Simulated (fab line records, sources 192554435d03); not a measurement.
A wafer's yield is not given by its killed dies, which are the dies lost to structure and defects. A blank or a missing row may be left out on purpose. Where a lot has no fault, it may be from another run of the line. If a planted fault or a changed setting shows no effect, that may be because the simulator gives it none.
fab line records | flow n5_finfet | part 1 of 2: steps 1 to 18 of 28
[record] lots = 5 wafers = 15 last_day = 15
route steps=1938 shown BEOL_M2@851
lots that met no fault: taken from a fault-free run of the same line
start_h: start of the lot's first displayed wafer, in hours after the record's first day | wait_h: hours from the lot's prior step to this one | " same as the row above | L1.1+2: several wafers, shown together as one row | - no value present, or no start provided | * or withheld: withheld | < > ~ a bound
route shown NAME@n: a module of which the file shows steps, and the number in the route of the first | usual: average and standard deviation across the fault-free wafers | same: alike in all rows | chamber/n: place in a boat | sites: the reading at each site | _std_site: the values' standard deviation | _edge_site: outer sites' mean less inner sites' | radius_mm: for every site, how far away it sits from the centre of the wafer | mask NAME#n: copy n | behind: the most recent tool/chamber to have shaped the wafer | hold: the reason the lot was held/the length of the hold in hours/how it ended | device: names the non-switching transistor (n, p or np) | end of line: tests run on the same wafers once the route is complete | a step without rows: its recipe alone | killed: the dies lost at the first sort to structure and to defects; this is not the yield of the wafer | map: a wafer's dies, x killed, . not, _ none there
set.NAME: the run value of the setting; set.NAME@STEP: its run value at that earlier step | model.NAME: the simulator's own value behind a step, which no gauge read
lots seen at some steps along the route; tables by step, rows by wafer
services: a tool's chamber out of use, with start hour (start_h, from the record's first day; less than 0 if before it), hours out, and reason
[[steps]]
[step N5_BEOL_M2_EXPOSE_08]
[recipe] mask_id = M2 na = 0.33 source_shape = dipole sigma_inner = 0.369 sigma_outer = 0.767 polarization = unpolarized dose_mj = 41.25
// columns lot.wafer tool chamber start_h wait_h mask
L077.3+4+5 euv_scanner-02 0 148.19 - M2#0
L084.2+5+6 euv_scanner-02 0 198.34 - M2#0
L085.3+4+5 euv_scanner-01 0 200.81 - M2#0
L086.2+4+6 euv_scanner-01 0 210.74 - M2#0
L090.1+3+5 euv_scanner-01 0 224.42 - M2#0
[step N5_BEOL_M2_PEB_09]
[recipe] peb_temp_c = 100 peb_time_s = 60 resist = CAR-EUV
[usual] chill_plate_temp_C = 22.99/0.11 plate_temp_C = 99.99/0.14
// columns lot.wafer tool chamber start_h wait_h chill_plate_temp_C plate_temp_C
L077.3 litho_track-02 0 148.24 0.0 22.77 100.06
L077.4 " 0 " " 22.82 99.98
L077.5 " 0 " " 22.87 100.12
L084.2 litho_track-04 0 198.40 0.1 22.95 100.08
L084.5 " 0 " " 22.98 100.04
L084.6 " 0 " " 22.93 99.91
L085.3 litho_track-04 0 200.87 0.0 23.15 100.04
L085.4 " 0 " " 23.16 100.24
L085.5 " 0 " " 23.09 100.10
L086.2 litho_track-03 0 210.80 0.1 22.99 100.04
L086.4 " 0 " " 22.85 100.14
L086.6 " 0 " " 23.01 100.11
L090.1 litho_track-03 0 224.48 0.1 22.93 99.97
L090.3 " 0 " " 22.76 99.81
L090.5 " 0 " " 22.94 99.96
[step N5_BEOL_M2_DEVELOP_10]
[recipe] develop_time_s = 30 developer = TMAH resist = CAR-EUV rinse_liquid = surfactant_rinse dry = air_spin dev_temp_c = 23
[usual] chill_plate_temp_C = 22.98/0.1 developer_temp_C = 23.00/0.09
// columns lot.wafer tool chamber start_h wait_h chill_plate_temp_C developer_temp_C
L077.3 litho_track-02 0 - - 23.07 23.14
L077.4 " 0 " " 22.94 23.02
L077.5 " 0 " " 23.01 23.24
L084.2 litho_track-04 0 - - 23.01 23.09
L084.5 " 0 " " 22.91 22.97
L084.6 " 0 " " 23.05 22.91
L085.3 litho_track-04 0 - - 22.73 22.88
L085.4 " 0 " " 22.93 23.00
L085.5 " 0 " " 22.80 23.01
L086.2 litho_track-03 0 - - 22.92 22.90
L086.4 " 0 " " 23.17 22.87
L086.6 " 0 " " 22.86 23.11
L090.1 litho_track-03 0 - - 23.00 22.93
L090.3 " 0 " " 22.98 22.84
L090.5 " 0 " " 22.96 22.82
[step N5_BEOL_M2_CD_MEAS_11]
[recipe] target_cd_nm = 16.79 landing_energy_ev = 500 detector = se_inlens polarity = opening
[usual] cd_nm = 16.71/0.26
// columns lot.wafer tool chamber start_h wait_h cd_nm
L077.3 cd_sem-02 0 148.31 - 16.38
L077.4 " 0 " " 16.39
L077.5 " 0 " " 16.73
L084.2 cd_sem-03 0 198.47 - 16.75
L084.5 " 0 " " 17.06
L084.6 " 0 " " 16.74
L085.3 cd_sem-01 0 200.93 - 16.83
L085.4 " 0 " " 16.89
L085.5 " 0 " " 16.77
L086.2 cd_sem-03 0 210.86 - 16.88
L086.4 " 0 " " 16.63
L086.6 " 0 " " 16.68
L090.1 cd_sem-03 0 224.55 - 16.83
L090.3 " 0 " " 16.78
L090.5 " 0 " " 17.06
[step N5_BEOL_M2_OVL_MEAS_12]
[recipe] points_per_wafer = 522
[usual] M2_OVL = 0.5/0.77
[same] points_per_wafer = 522
// columns lot.wafer tool chamber start_h wait_h M2_OVL[nm]
L077.3 overlay-02 0 148.35 0.0 -1.1
L077.4 " 0 " " -1.4
L077.5 " 0 " " -1.8
L084.2 overlay-01 0 198.50 0.0 0.6
L084.5 " 0 " " 0.8
L084.6 " 0 " " 0.3
L085.3 overlay-01 0 200.97 0.0 0.1
L085.4 " 0 " " 1.1
L085.5 " 0 " " 1.6
L086.2 overlay-02 0 210.90 0.0 1.9
L086.4 " 0 " " 0.9
L086.6 " 0 " " 1.7
L090.1 overlay-02 0 224.58 0.0 1.1
L090.3 " 0 " " 0.5
L090.5 " 0 " " 0.6
[step N5_BEOL_M2_INSPECT_13]
[recipe] mode = adi inspect_instrument = brightfield
[usual] raw_defect_count = 411/98
// columns lot.wafer tool chamber start_h wait_h raw_defect_count
L077.3 defect_inspect-02 - 148.41 0.1 413
L077.4 " - " " 332
L077.5 " - " " 295
L084.2 defect_inspect-02 - 198.56 0.0 403
L084.5 " - " " 452
L084.6 " - " " 471
L085.3 defect_inspect-01 - 201.02 0.0 414
L085.4 " - " " 482
L085.5 " - " " 691
L086.2 defect_inspect-01 - 210.95 0.0 430
L086.4 " - " " 337
L086.6 " - " " 412
L090.1 defect_inspect-01 - 224.64 0.1 458
L090.3 " - " " 442
L090.5 " - " " 379
[step N5_BEOL_M2_DESCUM_16]
[recipe] chemistry = O2 time_s = 7 source_power_w = 50 bias_power_w = 20 pressure_mtorr = 20 rf_frequency_hz = 2.712e+07 temp_c = 40 resist = CAR-EUV o2_flow_sccm = 225
[usual] drypump_motor_current_A = 5.7/0.45 oes_product_au = 0.79/0.1 rf_vpp_V = 243.8/1.3 showerhead_plenum_p_Torr = 2.13/0.063 throttle_valve_pct = 20.36/0.29
// columns lot.wafer tool chamber start_h wait_h drypump_motor_current_A oes_product_au rf_hours_counter_h rf_vpp_V showerhead_plenum_p_Torr throttle_valve_pct
L077.3 rie_diel-05 2 148.53 0.1 6.3 0.81 88 245.9 2.22 20.50
L077.4 " 0 " " 6.1 0.76 183 244.1 2.14 20.04
L077.5 " 0 " " 6.1 0.75 - 244.1 2.14 20.04
L084.2 rie_diel-05 0 198.61 0.1 6.0 0.73 201 243.8 2.14 20.05
L084.5 " 3 " " 5.6 0.90 - 244.9 2.23 20.29
L084.6 " 2 " " 6.3 0.79 - 244.5 2.22 20.52
L085.3 rie_diel-04 1 201.11 0.1 5.1 0.67 239 243.4 2.15 20.81
L085.4 " 3 " " 5.4 0.95 10 242.3 2.08 20.39
L085.5 " 0 " " 5.9 0.92 - 241.8 2.05 20.14
L086.2 rie_diel-06 3 210.99 0.0 5.8 0.74 203 242.6 2.04 20.39
L086.4 " 2 " " 6.1 0.75 - 241.6 2.17 19.96
L086.6 " 1 " " 6.1 0.67 - 242.6 2.07 20.51
L090.1 rie_diel-05 0 224.67 0.0 6.1 0.73 211 242.8 2.13 20.07
L090.3 " 3 " " 5.6 0.87 28 244.6 2.23 20.30
L090.5 " 2 " " 6.3 0.79 - 245.2 2.21 20.51
[step N5_BEOL_M2_ETCH_74]
[recipe] chemistry = N2/H2 target = underlayer target_depth_a = 65 mask_material = CAR-EUV time_s = 5.2 ion_energy_ev = 200 pressure_mtorr = 30 source_w = 840 bias_w = 150 n2_flow_sccm = 200 h2_flow_sccm = 200 ends = cleared
[usual] drypump_motor_current_A = 5.7/0.45 etch_rf_on_time_s = 5.18/0.18 n2_flow_sccm = 200.0/0.59 oes_product_au = 0.68/0.088 rf_vpp_V = 525.0/2.2 showerhead_plenum_p_Torr = 2.59/0.078 throttle_valve_pct = 17.84/0.24
// columns lot.wafer tool chamber start_h wait_h drypump_motor_current_A etch_rf_on_time_s n2_flow_sccm oes_product_au rf_hours_counter_h rf_vpp_V showerhead_plenum_p_Torr throttle_valve_pct
L077.3 rie_diel-05 2 148.56 0.0 6.4 5.12 199.8 0.71 88 527.6 2.68 17.73
L077.4 " 0 " " 6.0 5.20 200.1 0.64 183 522.0 2.64 17.66
L077.5 " 0 " " 6.0 5.14 200.2 0.64 - 525.5 2.64 17.65
L084.2 rie_diel-05 0 198.64 0.0 6.1 5.07 200.0 0.64 201 526.2 2.63 17.69
L084.5 " 3 " " 5.6 5.08 201.2 0.78 - 528.4 2.73 17.89
L084.6 " 2 " " 6.3 4.97 199.8 0.71 - 527.6 2.68 17.77
L085.3 rie_diel-04 1 201.15 0.0 5.1 5.17 200.5 0.60 239 525.2 2.60 18.17
L085.4 " 3 " " 5.4 5.24 199.3 0.79 10 520.9 2.48 17.42
L085.5 " 0 " " 5.9 4.95 200.2 0.80 - 522.0 2.51 17.73
L086.2 rie_diel-06 3 211.02 0.0 5.8 4.96 201.1 0.64 203 523.5 2.52 18.09
L086.4 " 2 " " 6.0 5.01 200.0 0.65 - 527.3 2.67 17.71
L086.6 " 1 " " 6.1 5.57 199.7 0.57 - 524.8 2.48 17.80
L090.1 rie_diel-05 0 224.71 0.0 6.1 5.15 199.9 0.63 211 526.2 2.63 17.72
L090.3 " 3 " " 5.6 5.19 199.9 0.76 28 527.7 2.73 17.89
L090.5 " 2 " " 6.3 5.02 200.3 0.69 - 527.2 2.67 17.79
[step N5_BEOL_M2_ETCH_63]
[recipe] chemistry = CF4 target = SiARC target_depth_a = 156 mask_material = CAR-EUV time_s = 26 ion_energy_ev = 80 pressure_mtorr = 40 source_w = 545 bias_w = 36 Ar_flow_sccm = 100 cf4_flow_sccm = 100 ends = cleared
[usual] drypump_motor_current_A = 5.7/0.45 etch_rf_on_time_s = 25.8/1 oes_product_au = 0.68/0.091 rf_vpp_V = 184.5/0.99 showerhead_plenum_p_Torr = 2.18/0.058 throttle_valve_pct = 15.58/0.27
// columns lot.wafer tool chamber start_h wait_h drypump_motor_current_A etch_rf_on_time_s oes_product_au rf_hours_counter_h rf_vpp_V showerhead_plenum_p_Torr throttle_valve_pct
L077.3 rie_diel-05 2 148.58 0.0 6.3 25.0 0.72 88 185.8 2.27 15.55
L077.4 " 0 " " 6.1 25.5 0.65 183 183.4 2.22 15.54
L077.5 " 0 " " 6.0 25.4 0.66 - 185.6 2.22 15.56
L084.2 rie_diel-05 0 198.66 0.0 6.1 25.3 0.64 201 185.9 2.22 15.58
L084.5 " 3 " " 5.6 25.1 0.78 - 185.5 2.27 15.33
L084.6 " 2 " " 6.3 24.8 0.70 - 185.8 2.26 15.59
L085.3 rie_diel-04 1 201.16 0.0 5.1 25.5 0.60 239 184.1 2.20 16.01
L085.4 " 3 " " 5.4 25.8 0.80 10 183.4 2.10 15.33
L085.5 " 0 " " 5.9 24.4 0.81 - 182.8 2.09 15.24
L086.2 rie_diel-06 3 211.04 0.0 5.8 25.0 0.63 203 183.9 2.14 15.89
L086.4 " 2 " " 6.1 24.9 0.65 - 185.6 2.21 15.24
L086.6 " 1 " " 6.1 28.2 0.57 - 184.3 2.13 15.76
L090.1 rie_diel-05 0 224.72 0.0 6.1 25.7 0.63 211 184.7 2.22 15.60
L090.3 " 3 " " 5.6 25.2 0.76 28 185.2 2.27 15.35
L090.5 " 2 " " 6.3 24.9 0.70 - 185.8 2.26 15.60
[step N5_BEOL_M2_ETCH_64]
[recipe] chemistry = N2/H2 target = SOC target_depth_a = 750 overetch_a = 225 mask_material = SiARC temp_c = 40 time_s = 121.9 ion_energy_ev = 200 pressure_mtorr = 30 source_w = 840 bias_w = 150 n2_flow_sccm = 200 h2_flow_sccm = 200
[usual] drypump_motor_current_A = 5.7/0.45 n2_flow_sccm = 200.0/0.59 oes_product_au = 0.60/0.074 rf_vpp_V = 525.0/2.2 showerhead_plenum_p_Torr = 2.59/0.078 throttle_valve_pct = 17.80/0.24
// columns lot.wafer tool chamber start_h wait_h drypump_motor_current_A n2_flow_sccm oes_product_au rf_hours_counter_h rf_vpp_V showerhead_plenum_p_Torr throttle_valve_pct
L077.3 rie_diel-05 2 148.60 0.0 6.3 199.6 0.63 88 528.6 2.68 17.70
L077.4 " 0 " " 6.1 199.1 0.57 183 525.8 2.64 17.63
L077.5 " 0 " " 6.0 198.9 0.57 - 527.4 2.64 17.63
L084.2 rie_diel-05 0 198.69 0.0 6.1 199.9 0.56 201 525.9 2.63 17.64
L084.5 " 3 " " 5.6 199.8 0.68 - 527.1 2.73 17.82
L084.6 " 2 " " 6.3 200.7 0.61 - 528.5 2.68 17.73
L085.3 rie_diel-04 1 201.19 0.0 5.1 199.7 0.52 239 524.6 2.60 18.11
L085.4 " 3 " " 5.4 198.8 0.71 10 523.7 2.48 17.36
L085.5 " 0 " " 5.9 199.6 0.69 - 523.6 2.51 17.69
L086.2 rie_diel-06 3 211.06 0.0 5.8 199.2 0.55 203 523.8 2.52 18.06
L086.4 " 2 " " 6.1 199.9 0.57 - 527.3 2.67 17.64
L086.6 " 1 " " 6.1 199.9 0.53 - 524.6 2.48 17.76
L090.1 rie_diel-05 2 224.75 0.0 6.3 200.6 0.61 114 526.1 2.67 17.74
L090.3 " 0 " " 6.1 201.1 0.56 211 527.1 2.63 17.67
L090.5 " 2 " " 6.3 200.7 0.61 - 525.7 2.67 17.74
[step N5_BEOL_M2_STRIP_65]
[recipe] chemistry = N2/H2 temp_c = 40 n2_flow_sccm = 200 h2_flow_sccm = 200 rf_frequency_hz = 6e+07
// columns lot.wafer tool chamber start_h wait_h
L077.3+4+5 rie_diel-05 2,0,0 148.72 0.1
L084.2+5+6 rie_diel-05 0,3,2 198.80 0.1
L085.3+4+5 rie_diel-04 1,3,0 201.31 0.1
L086.2+4+6 rie_diel-06 3,2,1 211.18 0.1
L090.1+3+5 rie_diel-05 1,2,1 224.86 0.1
[step N5_BEOL_M2_STRIP_75]
[recipe] chemistry = N2/H2 temp_c = 40 n2_flow_sccm = 200 h2_flow_sccm = 200 rf_frequency_hz = 6e+07
// columns lot.wafer tool chamber start_h wait_h
L077.3+4+5 rie_diel-05 2,0,0 148.73 0.0
L084.2+5+6 rie_diel-05 0,3,2 198.81 0.0
L085.3+4+5 rie_diel-04 1,3,0 201.32 0.0
L086.2+4+6 rie_diel-06 3,2,1 211.19 0.0
L090.1+3+5 rie_diel-05 1,2,1 224.87 0.0
[step N5_BEOL_M2_STRIP_66]
[recipe] chemistry = CF4 resist = SiARC power_w = 300 bias_power_w = 75 pressure_mtorr = 50 cf4_flow_sccm = 150 rf_frequency_hz = 6e+07
[usual] drypump_motor_current_A = 5.7/0.46 oes_product_au = 0.79/0.098 rf_vpp_V = 272.0/1.4 showerhead_plenum_p_Torr = 1.83/0.053 throttle_valve_pct = 13.56/0.29
// columns lot.wafer tool chamber start_h wait_h drypump_motor_current_A oes_product_au rf_hours_counter_h rf_vpp_V showerhead_plenum_p_Torr throttle_valve_pct
L077.3 rie_diel-05 2 148.74 0.0 6.3 0.82 88 273.8 1.89 13.51
L077.4 " 0 " " 6.0 0.74 183 274.1 1.88 13.59
L077.5 " 0 " " 6.1 0.75 - 272.6 1.88 13.61
L084.2 rie_diel-05 0 198.82 0.0 6.0 0.74 201 271.7 1.87 13.62
L084.5 " 3 " " 5.6 0.90 - 274.3 1.92 13.33
L084.6 " 2 " " 6.3 0.80 - 272.9 1.89 13.52
L085.3 rie_diel-04 1 201.33 0.0 5.1 0.69 239 273.5 1.84 14.02
L085.4 " 3 " " 5.4 0.92 10 271.6 1.75 13.21
L085.5 " 0 " " 6.0 0.90 - 271.6 1.74 13.18
L086.2 rie_diel-06 3 211.20 0.0 5.8 0.71 203 270.2 1.79 13.87
L086.4 " 2 " " 6.2 0.74 - 271.8 1.84 13.23
L086.6 " 1 " " 6.1 0.69 - 270.4 1.78 13.74
L090.1 rie_diel-05 1 224.88 0.0 5.2 0.96 9 271.6 1.85 13.38
L090.3 " 2 " " 6.3 0.78 114 273.8 1.89 13.54
L090.5 " 1 " " 5.2 0.96 - 273.8 1.85 13.36
[step N5_BEOL_M2_HM_OPEN_17]
[recipe] chemistry = Cl2/BCl3 target_depth_a = 200 overetch_a = 60 target = TiN mask_material = SOC ion_energy_ev = 150 pressure_mtorr = 10 icp_w = 1000 bias_w = 126 Cl2_flow_sccm = 53.25 bcl3_flow_sccm = 21.75 Ar_flow_sccm = 25
[usual] drypump_motor_current_A = 5.7/0.56 oes_ar_750_au = 0.77/0.099 oes_product_au = 0.66/0.085 throttle_valve_pct = 21.98/0.24
// columns lot.wafer tool chamber start_h wait_h drypump_motor_current_A oes_ar_750_au oes_product_au rf_hours_counter_h throttle_valve_pct
L077.3 rie_metal-03 0 148.81 0.1 5.8 0.65 0.58 - 22.04
L077.4 " 1 " " 4.9 0.86 0.77 - 22.26
L077.5 " 1 " " 4.9 0.85 0.77 - 22.27
L084.2 rie_metal-02 0 198.86 0.0 6.6 0.62 0.52 129 22.01
L084.5 " 0 " " 6.6 0.62 0.52 - 22.02
L084.6 " 1 " " 5.5 0.88 0.73 - 21.71
L085.3 rie_metal-02 0 201.40 0.1 6.6 0.62 0.53 - 21.99
L085.4 " 1 " " 5.5 0.88 0.73 - 21.71
L085.5 " 0 " " 6.6 0.61 0.52 - 22.02
L086.2 rie_metal-01 0 211.24 0.0 5.2 0.78 0.65 43 22.36
L086.4 " 0 " " 5.2 0.79 0.66 - 22.35
L086.6 " 0 " " 5.1 0.79 0.66 - 22.34
L090.1 rie_metal-01 0 224.92 0.0 5.2 0.79 0.66 44 22.33
L090.3 " 0 " " 5.2 0.78 0.66 - 22.35
L090.5 " 1 " " 6.2 0.75 0.62 - 21.77
[step N5_BEOL_M2_STRIP_19]
[recipe] chemistry = O2 power_w = 400 temp_c = 40 pressure_mtorr = 30 rf_frequency_hz = 6e+07 bias_power_w = 0 overash_fraction = 0.2 o2_flow_sccm = 225
[usual] drypump_motor_current_A = 5.6/0.48 oes_product_au = 0.79/0.11 rf_vpp_V = 3.7/0.47 showerhead_plenum_p_Torr = 2.13/0.057 throttle_valve_pct = 16.67/0.28
// columns lot.wafer tool chamber start_h wait_h drypump_motor_current_A oes_product_au rf_hours_counter_h rf_vpp_V showerhead_plenum_p_Torr throttle_valve_pct
L077.3 rie_diel-05 2 148.89 0.1 6.4 0.81 88 3.9 2.23 16.64
L077.4 " 0 " " 6.1 0.76 183 3.3 2.15 16.40
L077.5 " 2 " " 6.4 0.82 - 4.0 2.23 16.67
L084.2 rie_diel-04 1 198.98 0.1 5.1 0.67 238 3.7 2.15 17.08
L084.5 " 2 " " 4.8 0.68 - 3.9 2.16 17.11
L084.6 " 1 " " 5.1 0.67 - 3.9 2.15 17.07
L085.3 rie_diel-06 1 201.48 0.1 6.1 0.67 234 3.4 2.08 16.80
L085.4 " 2 " " 6.1 0.75 175 3.6 2.17 16.27
L085.5 " 1 " " 6.1 0.68 - 4.4 2.08 16.79
L086.2 rie_diel-04 1 211.38 0.1 5.1 0.67 243 4.5 2.15 17.08
L086.4 " 3 " " 5.4 0.94 14 4.1 2.08 16.54
L086.6 " 2 " " 4.8 0.68 - 4.2 2.16 17.11
L090.1 rie_diel-04 0 225.05 0.1 5.9 0.89 32 3.7 2.05 16.38
L090.3 " 3 " " 5.3 0.92 20 3.4 2.08 16.57
L090.5 " 0 " " 5.9 0.89 - 4.4 2.05 16.40
[step N5_BEOL_M2_CD_MEAS_18]
[recipe] pitch_nm = 36 target_cd_nm = 18
[usual] cd_nm = 17.9/0.38
// columns lot.wafer tool chamber start_h wait_h cd_nm
L077.3 cd_sem-03 - 148.97 0.1 18.2
L077.4 " - " " 17.8
L077.5 " - " " 18.6
L084.2 cd_sem-03 - 199.05 0.1 18.1
L084.5 " - " " 18.1
L084.6 " - " " 18.1
L085.3 cd_sem-01 - 201.56 0.1 18.1
L085.4 " - " " 17.2
L085.5 " - " " 17.7
L086.2 cd_sem-01 - 211.46 0.1 18.3
L086.4 " - " " 18.0
L086.6 " - " " 17.6
L090.1 cd_sem-01 - 225.12 0.0 17.7
L090.3 " - " " 17.9
L090.5 " - " " 17.9
[step N5_BEOL_M2_COAT_67]
[recipe] resist = SOC temp_c = 250 time_s = 60 spin_rpm = 1500 resist_thk_nm = 60
[usual] chill_plate_temp_C = 23.04/0.098 plate_temp_C = 249.97/0.18
// columns lot.wafer tool chamber start_h wait_h chill_plate_temp_C plate_temp_C
L077.3 litho_track-03 0 149.00 0.0 23.18 249.80
L077.4 " 0 " " 23.12 250.03
L077.5 " 0 " " 23.08 249.95
L084.2 litho_track-04 0 199.09 0.0 23.02 249.99
L084.5 " 0 " " 22.95 249.81
L084.6 " 0 " " 23.04 249.91
L085.3 litho_track-03 0 201.59 0.0 22.88 249.94
L085.4 " 0 " " 23.09 249.99
L085.5 " 0 " " 23.19 250.11
L086.2 litho_track-03 0 211.49 0.0 23.11 250.23
L086.4 " 0 " " 23.19 249.97
L086.6 " 0 " " 23.01 250.34
L090.1 litho_track-04 0 225.16 0.0 22.98 250.00
L090.3 " 0 " " 22.88 249.71
L090.5 " 0 " " 23.08 249.86
[step N5_BEOL_M2_COAT_68]
[recipe] resist = SiARC temp_c = 220 time_s = 60 spin_rpm = 1500 resist_thk_nm = 12
[usual] chill_plate_temp_C = 23.02/0.13 plate_temp_C = 220.01/0.15
// columns lot.wafer tool chamber start_h wait_h chill_plate_temp_C plate_temp_C
L077.3 litho_track-03 0 - - 23.00 220.09
L077.4 " 0 " " 23.12 220.09
L077.5 " 0 " " 23.15 219.99
L084.2 litho_track-04 0 - - 23.08 220.04
L084.5 " 0 " " 23.19 220.10
L084.6 " 0 " " 23.02 220.17
L085.3 litho_track-03 0 - - 23.08 219.85
L085.4 " 0 " " 23.18 219.85
L085.5 " 0 " " 23.21 220.11
L086.2 litho_track-03 0 - - 23.19 219.95
L086.4 " 0 " " 23.02 219.94
L086.6 " 0 " " 23.02 220.01
L090.1 litho_track-04 0 - - 22.88 220.03
L090.3 " 0 " " 22.94 220.20
L090.5 " 0 " " 23.10 220.05
